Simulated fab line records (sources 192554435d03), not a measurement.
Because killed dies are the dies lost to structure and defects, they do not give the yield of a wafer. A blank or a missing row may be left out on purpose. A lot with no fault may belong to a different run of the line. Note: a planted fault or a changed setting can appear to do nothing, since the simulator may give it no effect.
2 desks, one fault    flow n5-finfet    what lay behind the numbers comes last; until then each desk has only its own

METROLOGY DESK
Means of the sampled wafers that have a number, per lot and without regard to the tool the lot ran on: this is what the gauges read. Any lot whose mean is over 4 standard deviations away from the usual mean is out of limits and marked OUT; that distance is given in the brackets.
Columns: A = cd-nm at N5_BEOL_M6_CD_MEAS_28, usual 39.93 nm
lot   first seen here  A
L159  day 12 14:52     39.79
L158  day 13 00:22     39.89
L157  day 13 01:43     39.82
L162  day 13 05:01     39.93
L160  day 13 10:38     39.96
L167  day 15 00:55     40.08
L174  day 16 20:29     39.80
L176  day 16 23:40     40.05
L175  day 17 19:32     39.75
L177  day 17 21:06     39.86
L179  day 18 09:26     40.07
This desk found nothing out of limits on any of the 11 lots.

DESK OF THE TOOL OWNER: rie-diel-01
The tool's own readings at N5_BEOL_M6_VIA_ETCH_34 (etches SiCOH lowk in C4F6/O2, target depth 126.3 nm, time 50.9 s): means of the sampled wafers that have a number, for each lot that ran on this tool. Any lot whose mean is over 4 standard deviations away from the usual mean is out of limits and marked OUT; that distance is given in the brackets.
Columns: A = drypump-motor-current-A at N5_BEOL_M6_VIA_ETCH_34, usual 5.68 A; B = oes-product-au at N5_BEOL_M6_VIA_ETCH_34, usual 0.79 a.u.; C = rf-vpp-V at N5_BEOL_M6_VIA_ETCH_34, usual 668 V; D = showerhead-plenum-p-Torr at N5_BEOL_M6_VIA_ETCH_34, usual 2.81 Torr; E = throttle-valve-pct at N5_BEOL_M6_VIA_ETCH_34, usual 20.92 %
lot   first seen here  A     B     C    D     E
L157  day 13 02:01     5.78  0.81  690  2.80  20.91
L167  day 15 01:26     5.68  0.89  660  2.79  21.21
This desk found nothing out of limits on any of the 2 lots.

ALL TOGETHER
Nothing out of limits was seen by the metrology desk.
The tool owner's desk saw nothing out of limits.

WHAT THE SIMULATOR HAD PUT IN
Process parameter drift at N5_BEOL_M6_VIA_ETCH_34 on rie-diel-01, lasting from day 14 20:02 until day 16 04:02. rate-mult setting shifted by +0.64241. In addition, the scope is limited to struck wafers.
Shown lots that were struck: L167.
